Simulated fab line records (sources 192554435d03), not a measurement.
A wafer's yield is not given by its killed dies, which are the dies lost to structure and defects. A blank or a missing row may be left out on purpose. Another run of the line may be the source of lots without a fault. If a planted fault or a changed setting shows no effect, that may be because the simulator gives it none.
What tool caused it? | flow n5-finfet | 36 wafers from 12 lots sampled at 4 of the route's 1938 steps

== WHAT EACH GAUGE READ, for each wafer ==
N5_BEOL_M9_CD_MEAS_35: target cd 70 nm, target cd y 40 nm. Usual: 70.0 nm for cd-nm, sd 0.53.
lot  | measured     | on        | cd-nm (nm)     | flag
L879 | day 9 19:13  | cd-sem-02 | 69.5 69.7 69.7 |
L880 | day 10 11:58 | cd-sem-03 | 70.5 71.1 70.7 |
L884 | day 10 14:40 | cd-sem-01 | 70.4 70.4 70.8 |
L885 | day 11 09:24 | cd-sem-02 | 70.2 69.7 69.9 |
L886 | day 11 20:18 | cd-sem-03 | 68.9 69.6 70.2 |
L888 | day 12 02:35 | cd-sem-01 | 69.2 69.7 70.5 |
L890 | day 12 15:02 | cd-sem-02 | 70.1 69.4 70.4 |
L896 | day 13 19:23 | cd-sem-01 | 69.5 69.4 70.1 |
L898 | day 14 08:18 | cd-sem-03 | 69.6 70.3 70.3 |
L897 | day 14 18:07 | cd-sem-02 | 69.4 69.4 69.4 |
L899 | day 15 07:07 | cd-sem-03 | 69.9 70.4 71.3 |
L901 | day 15 14:12 | cd-sem-02 | 70.8 70.0 71.0 |

N5_BEOL_M9_INSPECT_58: inspects for defects (darkfield). Usual: 71 for raw-defect-count, sd 21.
lot  | measured     | on                | raw-defect-count | flag
L879 | day 9 23:34  | defect-inspect-02 | 49 48 80         |
L880 | day 10 14:16 | defect-inspect-01 | 82 52 88         |
L884 | day 10 17:39 | defect-inspect-01 | 65 69 67         |
L885 | day 11 11:58 | defect-inspect-01 | 90 116 59        |
L886 | day 11 22:46 | defect-inspect-01 | 79 63 36         |
L888 | day 12 05:19 | defect-inspect-01 | 41 68 49         |
L890 | day 12 17:43 | defect-inspect-01 | 62 76 70         |
L896 | day 13 21:43 | defect-inspect-01 | 83 49 71         |
L898 | day 14 11:01 | defect-inspect-02 | 52 70 79         |
L897 | day 14 20:58 | defect-inspect-02 | 75 98 92         |
L899 | day 15 10:16 | defect-inspect-01 | 31 72 56         |
L901 | day 15 18:30 | defect-inspect-02 | 55 45 77         |

== EACH LOT AND THE TOOL THAT RAN IT (in order: tool; ch and the chambers of the sampled wafers; start) ==
lot  | N5_BEOL_M9_CURE_72            | N5_BEOL_M9_DEP_56
L879 | uv-cure-03 ch 0, day 9 19:18  | pecvd-02 ch 0,1,2, day 9 23:28
L880 | uv-cure-02 ch 2, day 10 12:01 | pecvd-03 ch 0,2, day 10 14:10
L884 | uv-cure-01 ch 0, day 10 14:57 | pecvd-02 ch 0,1, day 10 17:33
L885 | uv-cure-01 ch 2, day 11 09:32 | pecvd-01 ch 1,2, day 11 11:52
L886 | uv-cure-02 ch 1, day 11 20:26 | pecvd-02 ch 1,2, day 11 22:40
L888 | uv-cure-01 ch 1, day 12 02:37 | pecvd-02 ch 0,1, day 12 05:13
L890 | uv-cure-01 ch 0, day 12 15:11 | pecvd-01 ch 0,2, day 12 17:37
L896 | uv-cure-02 ch 2, day 13 19:25 | pecvd-02 ch 0,1,2, day 13 21:37
L898 | uv-cure-02 ch 1, day 14 08:21 | pecvd-03 ch 0,1, day 14 10:48
L897 | uv-cure-01 ch 1, day 14 18:12 | pecvd-02 ch 0,1, day 14 20:52
L899 | uv-cure-03 ch 2, day 15 07:10 | pecvd-01 ch 0,1,2, day 15 10:10
L901 | uv-cure-01 ch 0, day 15 14:14 | pecvd-01 ch 1,2, day 15 18:24
- N5_BEOL_M9_CURE_72: cures SiCOH lowk, time 120 s.
- N5_BEOL_M9_DEP_56: deposits SiCN from 3MS/NH3, target thk 15 nm, time 26.5 s.

== WHAT THE TOOLS THEMSELVES READ (means of the sampled wafers that have a number; where no wafer has one, the mark that the record gives instead) ==
N5_BEOL_M9_CURE_72. Usual: lamp-power-pct 52.31 %, standard deviation 0.056; run-length-s 177.6 s, standard deviation 0.48; wafer_temp_C_max 371.5, standard deviation 0.53.
lot  | tool       | lamp-power-pct (%) | run-length-s (s) | wafer_temp_C_max | flag
L879 | uv-cure-03 | 52.32              | 177.2            | 372.0            |
L880 | uv-cure-02 | 52.32              | 177.4            | 371.2            |
L884 | uv-cure-01 | 52.27              | 177.1            | 371.1            |
L885 | uv-cure-01 | 52.29              | 177.2            | 371.9            |
L886 | uv-cure-02 | -                  | -                | -                | OFF
L888 | uv-cure-01 | -                  | -                | -                | OFF
L890 | uv-cure-01 | -                  | -                | -                | OFF
L896 | uv-cure-02 | 52.30              | 177.8            | 371.9            |
L898 | uv-cure-02 | 52.31              | 177.7            | 371.6            |
L897 | uv-cure-01 | 52.23              | 178.3            | 370.8            |
L899 | uv-cure-03 | 52.28              | 178.8            | 371.9            |
L901 | uv-cure-01 | 52.32              | 177.2            | 371.1            |

N5_BEOL_M9_DEP_56. Usual: rf-fwd-power-W 199.4 W, standard deviation 0.93; showerhead-plenum-p-Torr 3.666 Torr, standard deviation 0.013; throttle-valve-pct 9.1 %, standard deviation 0.57.
lot  | tool     | rf-fwd-power-W (W) | showerhead-plenum-p-Torr (Torr) | throttle-valve-pct (%) | flag
L879 | pecvd-02 | 199.3              | 3.657                           | 9.2                    |
L880 | pecvd-03 | 199.9              | 3.673                           | 8.7                    |
L884 | pecvd-02 | 198.9              | 3.653                           | 9.8                    |
L885 | pecvd-01 | 199.2              | 3.667                           | 8.8                    |
L886 | pecvd-02 | 199.6              | 3.662                           | 8.8                    |
L888 | pecvd-02 | 198.5              | 3.653                           | 9.8                    |
L890 | pecvd-01 | 199.6              | 3.674                           | 9.3                    |
L896 | pecvd-02 | 199.0              | 3.660                           | 9.4                    |
L898 | pecvd-03 | 200.2              | 3.681                           | 8.7                    |
L897 | pecvd-02 | 198.7              | 3.641                           | 9.9                    |
L899 | pecvd-01 | 199.4              | 3.674                           | 9.1                    |
L901 | pecvd-01 | 200.1              | 3.665                           | 8.8                    |

== THE ANSWER, worked out from the rows above alone ==
Rule: lot off if the mean of its wafers having a number is beyond 3 standard deviations from the usual mean. A lot without any number at a reading at which 4 lots or more have one is off too. All remaining lots with rows at the step are treated as sound. First the gauges in route order, then the tools' own readings, where a lot's mean is used as printed above. At the first step where some lot is off, the reading lying furthest off is the one used; lots without a number count as furthest.
Off: L886, L888, L890 (N5_BEOL_M9_CURE_72, lamp-power-pct). Without a number there: L886, L888, L890.
A tool fits if, at that step or a process step before it, it ran every lot that is off, and no sound lot after the first of them. None of those tried fits.

== WHAT HAD BEEN PUT IN BY THE SIMULATOR ==
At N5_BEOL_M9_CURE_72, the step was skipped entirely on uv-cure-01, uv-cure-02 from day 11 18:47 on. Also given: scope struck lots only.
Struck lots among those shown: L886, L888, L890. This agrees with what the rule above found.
